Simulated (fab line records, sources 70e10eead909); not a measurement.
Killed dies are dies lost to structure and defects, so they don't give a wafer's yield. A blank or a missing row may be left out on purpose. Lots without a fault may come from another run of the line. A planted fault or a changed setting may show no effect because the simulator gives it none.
A struck lot beside a sound one | flow nand_harc | 12 steps out of a route of 1159
Sound: wafers L582.2, L582.4, L582.5. Struck: wafers L576.1, L576.4, L576.6. The cause comes at the end.
At each step with rows: each side's tool, then ch and its chambers, then its first start. Under that, the readings that differ: sound wafers | struck wafers | difference of the means | sigmas: that difference in standard deviations of wafers without a fault.
alike: readings whose means differ by less than 2 such deviations, and words and numbers that are the same on both sides. not compared: withheld readings, readings that some wafer has no value for, bounds like >300 that may hide the same value, and numbers for which the record gives no deviation and whose values overlap.
The two part at a step that has a row with sigmas, a row that says differs or no value, or rows on one side only. Numbers that don't overlap but have no deviation are shown without sigmas and don't part them. A reading that every wafer of one side lacks parts them only if that side has two wafers or more.

NHARC_A_SOURCE_PLATE_THK_MEAS_06: measures by ellipsometry.
  sound on film_metro-02, day 10 20:43; struck on film_metro-02, day 8 19:27
  alike: thk_nm
NHARC_A_SOURCE_PLATE_INSPECT_08:
  sound on defect_inspect-02, day 10 20:47; struck on defect_inspect-02, day 8 19:32
  alike: raw_defect_count
then, 1 step without rows for these wafers: NHARC_A_ONON_D1_DEP_00 (target thk 1000 nm).
NHARC_A_ONON_D1_THK_MEAS_02: measures by ellipsometry.
  sound on film_metro-01, day 10 21:22; struck on film_metro-02, day 8 20:20
  alike: thk_nm
then, 1 step without rows for these wafers: NHARC_A_ONON_D1_DEP_03 (target thk 1000 nm).
NHARC_A_ONON_D1_THK_MEAS_05: measures by ellipsometry.
  sound on film_metro-01, day 10 22:16; struck on film_metro-01, day 8 20:55
  reading     | sound       | struck         | difference | sigmas
  thk_nm (nm) | 981 980 983 | 1004 1003 1004 | +22        | +2
then, 1 step without rows for these wafers: NHARC_A_ONON_D1_DEP_06 (target thk 1000 nm).
NHARC_A_ONON_D1_THK_MEAS_08: measures by ellipsometry.
  sound on film_metro-01, day 10 22:50; struck on film_metro-02, day 8 21:29
  alike: thk_nm
then, 1 step without rows for these wafers: NHARC_A_ONON_D1_DEP_09 (target thk 1000 nm).
NHARC_A_ONON_D1_THK_MEAS_11: measures by ellipsometry.
  sound on film_metro-02, day 10 23:24; struck on film_metro-02, day 8 22:04
  alike: thk_nm
NHARC_A_ONON_D1_DEP_12: target thk 1000 nm.
  sound on pecvd_onon-02 ch 0, day 10 23:31; struck on pecvd_onon-04 ch 0, day 8 22:07
  reading              | sound                | struck               | difference | sigmas
  susceptor_temp_C (C) | 399.71 399.58 399.93 | 400.20 400.22 400.40 | +0.53      | +2
NHARC_A_ONON_D1_THK_MEAS_14: measures by ellipsometry.
  sound on film_metro-01, day 10 23:58; struck on film_metro-01, day 8 22:48
  reading     | sound          | struck         | difference | sigmas
  thk_nm (nm) | 1006 1008 1006 | 1521 1525 1524 | +517       | +43
  not compared: hold

WHERE THEY PART
First at NHARC_A_ONON_D1_THK_MEAS_05; last, within this record, at NHARC_A_ONON_D1_THK_MEAS_14.

WHY: what the simulator had put in
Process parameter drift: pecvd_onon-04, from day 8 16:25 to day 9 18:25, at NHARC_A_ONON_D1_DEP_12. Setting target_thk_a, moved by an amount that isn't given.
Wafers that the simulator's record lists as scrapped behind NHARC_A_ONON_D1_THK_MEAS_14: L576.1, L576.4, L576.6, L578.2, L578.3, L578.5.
